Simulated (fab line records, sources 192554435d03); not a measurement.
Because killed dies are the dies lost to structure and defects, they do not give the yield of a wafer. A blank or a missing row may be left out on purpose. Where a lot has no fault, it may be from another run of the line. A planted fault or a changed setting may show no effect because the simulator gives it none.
Split-lot trial ; flow n5 finfet ; 39 wafers read from 7 lots, route of 1938 steps

## ON THE SPLIT
At N5_PASSIVATION_PECVD_53 (deposits SiO2 from TEOS/O2, target thk 800 nm, time 169.4 s), the setting time s was moved away from the recipe's 169.4 s on 15 of the 39 wafers read, by -49.8% to +36.9%. This setting was run at the recipe's value on the other wafers.

Reading taken at the split's own step.

## THE READING
SiO2_of_PASSIVATION_PECVD_53.thk nm (the simulator's own value, which no gauge read), in nm, at N5_PASSIVATION_PECVD_53 (deposits SiO2 from TEOS/O2, target thk 800 nm, time 169.4 s). There is no usual value for it anywhere in the file. The 24 wafers here that ran the recipe average 802.9 nm, standard deviation 8.9 nm.

wafer;tool, chamber at the split;time s as run, s;against the recipe;SiO2_of_PASSIVATION_PECVD_53.thk nm, nm;against lot-mates on the recipe
L080.1;pecvd-03, 2;231.9;+36.9%;1088;+286.0
L080.2;pecvd-03, 1;169.4;recipe;798.8;-
L080.3;pecvd-03, 0;231.9;+36.9%;1080;+278.0
L080.4;pecvd-03, 2;231.9;+36.9%;1099;+297.0
L080.5;pecvd-03, 1;169.4;recipe;805.4;-
L080.6;pecvd-03, 0;169.4;recipe;801.8;-
L079.1;pecvd-01, 2;110.8;-34.6%;522.8;-279.7
L079.2;pecvd-01, 0;169.4;recipe;804.4;-
L079.3;pecvd-01, 1;169.4;recipe;788.8;-
L079.4;pecvd-01, 2;169.4;recipe;814.4;-
L079.5;pecvd-01, 0;110.8;-34.6%;539;-263.5
L079.6;pecvd-01, 1;110.8;-34.6%;531.4;-271.1
L087.1;pecvd-03, 1;85.09;-49.8%;415.6;-382.1
L087.2;pecvd-03, 2;169.4;recipe;790.4;-
L087.3;pecvd-03, 2;85.09;-49.8%;396.4;-401.3
L087.4;pecvd-03, 1;169.4;recipe;808;-
L087.5;pecvd-03, 2;169.4;recipe;794.6;-
L087.6;pecvd-03, 1;85.09;-49.8%;415.2;-382.5
L091.1;pecvd-03, 0;169.4;recipe;793;-
L091.2;pecvd-03, 2;169.4;recipe;793.8;-
L091.3;pecvd-03, 2;169.4;recipe;809.8;-
L091.4;pecvd-03, 0;169.4;recipe;809.2;-
L091.5;pecvd-03, 0;169.4;recipe;810;-
L091.6;pecvd-03, 2;169.4;recipe;810.2;-
L093.2;pecvd-01, 1;169.4;recipe;807.4;-
L093.4;pecvd-01, 1;169.4;recipe;820.6;-
L093.6;pecvd-01, 0;169.4;recipe;811.4;-
L095.1;pecvd-02, 2;214;+26.3%;992;+198.4
L095.2;pecvd-02, 1;214;+26.3%;979.8;+186.2
L095.3;pecvd-02, 0;169.4;recipe;796.2;-
L095.4;pecvd-02, 2;214;+26.3%;1009;+215.4
L095.5;pecvd-02, 1;169.4;recipe;783.4;-
L095.6;pecvd-02, 0;169.4;recipe;801.2;-
L094.1;pecvd-01, 2;169.4;recipe;798.8;-
L094.2;pecvd-01, 0;132.7;-21.7%;628.6;-177.1
L094.3;pecvd-01, 2;132.7;-21.7%;631.2;-174.5
L094.4;pecvd-01, 0;169.4;recipe;811.4;-
L094.5;pecvd-01, 0;169.4;recipe;806.8;-
L094.6;pecvd-01, 2;132.7;-21.7%;641.8;-163.9

THE FIT
A straight line over all 39 wafers: SiO2_of_PASSIVATION_PECVD_53.thk nm changes by +7.77 nm for each +1% of time s; r = +1.00; the points scatter about the line by 9.9 nm.
The same after taking each lot's own level away (the mean of its wafers on the recipe; 39 wafers): +7.79 nm for each +1%; r = +1.00; scatter 8 nm.
Per that fit: largest time s move, reading shift of 3.9e+02 nm.
The span of the lots' own levels, 793.60 to 813.13 nm, comes to 2.2 times the standard deviation stated above.
The two slopes are in agreement: the lot-to-lot level therefore moves the slope only a little.
Check: for one of the wafers moved furthest among these (-49.8%), held out of the fit, the line's prediction against its lot-mates is -390 nm. Against them it came out at -382 nm.

## THE OTHER SPLITS THESE WAFERS WENT THROUGH
Before the reading, these wafers also passed through other splits. Each is held against what the fit with the lots' levels taken away leaves over:
other split on the same wafers;wafers away from the commonest value;r with SiO2_of_PASSIVATION_PECVD_53.thk nm (lot level and that fit taken away)
N5_BEOL_M3_HM_DEP_02 target thk a;12;-0.33
N5_BEOL_M6_ILD_DEP_00 target thk a;15;-0.07
N5_BEOL_M8_DEVELOP_10 develop time s;15;-0.18
N5_BEOL_M9_ETCH_66 time s;18;-0.05
N5_MIM_BOT_SPUTTER_00 time s;15;+0.12

## FILE'S OWN FIT
SiO2_of_PASSIVATION_PECVD_53.thk nm changes by +7.79 nm for each +1% of time s, r = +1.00.
